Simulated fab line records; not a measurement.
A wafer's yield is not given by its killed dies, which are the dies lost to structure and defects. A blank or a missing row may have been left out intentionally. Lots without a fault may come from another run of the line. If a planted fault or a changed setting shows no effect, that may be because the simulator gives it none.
A struck lot beside a sound one :: flow nand_harc :: 15 steps out of a route of 1302
Sound: the wafers L161.1, L161.3, L161.5. Struck: wafer L175.1 (left out: L175.2, L175.6 of the same lot, which were not struck); the cause appears at the end.
For every step that has rows: the tool of each side, followed by ch and its chambers, followed by its first start. Under that, the readings that differ: sound wafers :: struck wafers :: difference of the means :: sigmas: that difference in standard deviations of wafers without a fault.
alike: readings whose means differ by less than 2 such deviations, and words and numbers that are the same on both sides. not compared: withheld readings, readings that some wafer has no value for, bounds like >300 that may hide the same value, and numbers for which the record gives no deviation and whose values overlap.
A row with sigmas, a row that says differs or no value, or rows on one side alone: a step with any of these is where the two part. Non-overlapping numbers with no deviation appear without sigmas and do not part them. Lack of a reading on every wafer of one side parts them only where that side has two or more wafers.

first, 8 steps without rows for these wafers: NHARC_A_M1_HMDS_02 (time 30 s); NHARC_A_M1_COAT_34 (time 65 s); NHARC_A_M1_COAT_03 (resist thk 90 nm); NHARC_A_M1_SOFTBAKE_04 (time 55 s); NHARC_A_M1_EBR_05; NHARC_A_M1_EXPOSE_06 (exposes mask A M1, target cd 120 nm); NHARC_A_M1_PEB_07 (peb time 65 s); NHARC_A_M1_DEVELOP_08 (develop time 35 s).
NHARC_A_M1_CD_MEAS_09: the cd target is 120 nm.
  sound on cd_sem-03 ch 0, day 24 14:26; struck on cd_sem-03 ch 0, day 29 17:40
  alike: cd_nm
NHARC_A_M1_OVL_MEAS_10: pitch 240 nm.
  struck on overlay-01, day 29 17:45; sound on overlay-02, day 24 14:32
reading: overlay_x_nm (nm)
sound: 0.0 -0.7 0.3
struck: -1.6
difference: -1.5
sigmas: -2
  alike: overlay_y_nm
NHARC_A_M1_INSPECT_11:
  struck on defect_inspect-02, day 29 17:47; sound on defect_inspect-01, day 24 14:34
  alike: raw_defect_count
NHARC_A_M1_DESCUM_14: chemistry O2, time 3 s.
  sound on rie_diel-05 ch 0,1,3, day 24 14:39; struck on rie_diel-05 ch 0, day 29 17:50
  alike: chamber_pressure_mTorr, drypump_motor_current_A, oes_product_au, rf_vpp_V, showerhead_plenum_p_Torr, throttle_valve_pct
  not compared: rf_hours_counter_h
NHARC_A_M1_ETCH_35: etches the open film in N2/H2, target depth 40 nm, overetch 12 nm, time 43.94 s.
  sound on rie_diel-05 ch 0,2,3, day 24 14:43; struck on rie_diel-05 ch 3, day 29 17:56
reading: oes_product_au (a.u.)
sound: 0.991 0.996 1.000
struck: 0.857
difference: -0.139
sigmas: -11
  alike: bias_w, chamber_pressure_mTorr, drypump_motor_current_A, n2_flow_sccm, rf_vpp_V, showerhead_plenum_p_Torr, throttle_valve_pct
  not compared: rf_hours_counter_h
NHARC_A_M1_ETCH_15: etches the open film in C4F8/Ar, target depth 182.5 nm, time 91.2 s.
  sound on rie_diel-05 ch 0,1,2; struck on rie_diel-05 ch 1
reading: chamber_pressure_mTorr (mTorr)
sound: 25.008 24.995 25.013
struck: 24.951
difference: -0.054
sigmas: -2
  alike: bias_w, oes_product_au, rf_vpp_V
  not compared: rf_hours_counter_h
NHARC_END_SORT_01:
  sound on prober-01 ch 0, day 26 01:34; struck on prober-01 ch 0, day 31 04:07
  alike: defect_limited_yield, killed_at_array, killed_at_other, killed_at_periphery, killed_dies, killed_open, killed_short, sort_bin_2_pct, sort_bin_3_pct, sort_bin_4_pct, sort_n_pass, sort_rim_yield_pct, sort_yield_pct

WHERE THEY PART
First at NHARC_A_M1_OVL_MEAS_10; last, within this record, at NHARC_A_M1_ETCH_15. Later steps at which nothing parts them and some readings are alike: NHARC_END_SORT_01.

WHY: the cause the simulator had injected
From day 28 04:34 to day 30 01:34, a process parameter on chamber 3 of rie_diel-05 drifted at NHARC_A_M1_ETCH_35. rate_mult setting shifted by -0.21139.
